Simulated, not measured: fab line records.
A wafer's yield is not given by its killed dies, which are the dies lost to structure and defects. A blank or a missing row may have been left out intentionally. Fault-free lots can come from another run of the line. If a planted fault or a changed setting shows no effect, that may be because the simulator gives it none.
Chamber matching :: flow n5 finfet :: N5_BEOL_M4_PECVD_72 on pecvd-01 has 3 sister chambers
The step deposits SiO2 from TEOS/O2, target thk 16 nm, time 18 s. 3 wafers are shown with their chamber, then 8 later ones without.

WAFERS PAIRED WITH THEIR CHAMBERS
wafer: L083.1
chamber: 2
throttle valve pct (%): 20.0

wafer: L083.3
chamber: 0
throttle valve pct (%): 25.0

wafer: L095.1
chamber: 1
throttle valve pct (%): 24.4

WAFERS WITHOUT THEIR CHAMBER
wafer: L095.4
throttle valve pct (%): 24.5

wafer: L095.5
throttle valve pct (%): 24.6

wafer: L097.4
throttle valve pct (%): 24.2

wafer: L097.5
throttle valve pct (%): 20.2

wafer: L097.6
throttle valve pct (%): 24.4

wafer: L096.2
throttle valve pct (%): 20.2

wafer: L096.4
throttle valve pct (%): 20.4

wafer: L096.6
throttle valve pct (%): 24.6

EACH ONE'S CHAMBER
wafer: L095.4
from the rows above: can't be placed: 1 or 0
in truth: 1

wafer: L095.5
from the rows above: can't be placed: 1 or 0
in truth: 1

wafer: L097.4
from the rows above: 1
in truth: 1

wafer: L097.5
from the rows above: 2
in truth: 2

wafer: L097.6
from the rows above: 1
in truth: 1

wafer: L096.2
from the rows above: 2
in truth: 2

wafer: L096.4
from the rows above: 2
in truth: 2

wafer: L096.6
from the rows above: can't be placed: 1 or 0
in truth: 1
5 of 8 placed correctly. Unplaceable from these rows: 3, with the true chamber sitting among the candidates in 3. 0 placed wrongly.
How it was worked out, from the rows above alone: a wafer's distance from a chamber is the root of the sum, over the readings, of the square of ((its reading less the chamber's mean) divided by the reading's scatter). If the next closest chamber is less than 2 further off than the closest, the wafer can't be placed; otherwise it belongs to the closest. For every chamber, the mean is computed from those of its wafers that are shown. The scatter: with one shown wafer a chamber, the root of the mean of the squares of how far each hidden wafer lies from its nearest shown one.
